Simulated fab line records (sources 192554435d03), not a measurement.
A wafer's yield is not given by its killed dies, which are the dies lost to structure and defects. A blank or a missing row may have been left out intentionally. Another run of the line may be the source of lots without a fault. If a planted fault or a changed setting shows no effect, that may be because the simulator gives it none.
A struck lot beside a sound one ; flow n5-finfet ; 15 steps out of a route of 1938
Sound: the wafers L262.2, L262.4, L262.6. Wafers struck: L269.1, L269.3, L269.5. The cause is named last.
Each step with rows lists, per side, the tool, then ch with its chambers, then its first start. Under that, the readings that differ: sound wafers ; struck wafers ; difference of the means ; sigmas: that difference in standard deviations of wafers without a fault.
alike: words and numbers the same on both sides, and readings whose means are apart by under 2 such deviations; not compared: readings that were withheld, readings missing a value for some wafer, numbers with overlapping values and no deviation given by the record, and bounds like >300 which may hide the same value.
A row with sigmas, a row that says differs or no value, or rows on one side alone: a step with any of these is where the two part. Non-overlapping numbers with no deviation appear without sigmas and do not part them. A reading that every wafer of one side lacks parts them only if that side has two wafers or more.

first, 8 steps without rows for these wafers: N5_BEOL_M8_COAT_59 (time 60 s, resist thk 100 nm); N5_BEOL_M8_COAT_60 (time 60 s, resist thk 35 nm); N5_BEOL_M8_COAT_05 (resist thk 90 nm); N5_BEOL_M8_EBR_07; N5_BEOL_M8_SOFTBAKE_06 (time 60 s); N5_BEOL_M8_EXPOSE_08 (exposes mask M8); N5_BEOL_M8_PEB_09 (peb time 60 s); N5_BEOL_M8_DEVELOP_10 (develop time 30 s).
N5_BEOL_M8_CD_MEAS_11: the cd target is 38.5 nm.
  sound on cd-sem-01 ch 0, day 9 22:21; struck on cd-sem-01 ch 0, day 10 21:01
  alike: cd-nm
N5_BEOL_M8_OVL_MEAS_12:
  sound on overlay-01 ch 0, day 9 22:23; struck on overlay-02 ch 0, day 10 21:02
  alike: M8_OVL
N5_BEOL_M8_INSPECT_13: inspects for defects (brightfield).
  sound on defect-inspect-02 at day 9 22:24; struck on defect-inspect-01 at day 10 21:04
  alike: raw-defect-count
N5_BEOL_M8_DESCUM_16: chemistry O2, time 7.9 s.
  sound on rie-diel-01 ch 0,2, day 9 22:37; struck on rie-diel-01 ch 2,3, day 10 21:06
  alike: chamber-pressure-mTorr, drypump-motor-current-A, oes-product-au, rf-vpp-V, showerhead-plenum-p-Torr, throttle-valve-pct
  not compared: rf-hours-counter-h
N5_BEOL_M8_ETCH_61: etches SiARC in CF4, target depth 45.5 nm, time 75.8 s.
  sound on rie-diel-01 ch 0,2, day 9 22:38; struck on rie-diel-01 ch 2,3, day 10 21:08
reading;sound;struck;difference;sigmas
bias-w (W);36.10 35.94 36.17;39.32 39.37 39.13;+3.20;+27
rf-vpp-V (V);185.1 183.9 184.2;193.7 193.9 194.2;+9.5;+8
  alike: chamber-pressure-mTorr, drypump-motor-current-A, etch-rf-on-time-s, oes-product-au, showerhead-plenum-p-Torr, throttle-valve-pct
  not compared: rf-hours-counter-h
N5_BEOL_M8_ETCH_62: etches SOC in N2/H2, target depth 110 nm, overetch 22 nm, time 165 s.
  sound on rie-diel-01 ch 0,2, day 9 22:42; struck on rie-diel-01 ch 2,3, day 10 21:11
  alike: bias-w, chamber-pressure-mTorr, drypump-motor-current-A, oes-product-au, rf-vpp-V, showerhead-plenum-p-Torr, throttle-valve-pct
  not compared: rf-hours-counter-h
-- a jump in the record: the struck wafers' starts before and after are 3 days apart (it breaks off in module BEOL_M8 and resumes in module PASSIVATION, where the first step shown is number 1936 of the route) --
N5_PASSIVATION_PROBE_49:
  rows exist in the record for the struck wafers here (prober-01, day 13 14:31), but not for the sound ones

## WHERE THEY PART
First at N5_BEOL_M8_ETCH_61; last, within this record, at N5_PASSIVATION_PROBE_49.

WHY: whatever the simulator had introduced
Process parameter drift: rie-diel-01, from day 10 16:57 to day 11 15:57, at N5_BEOL_M8_ETCH_61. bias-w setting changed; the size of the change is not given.
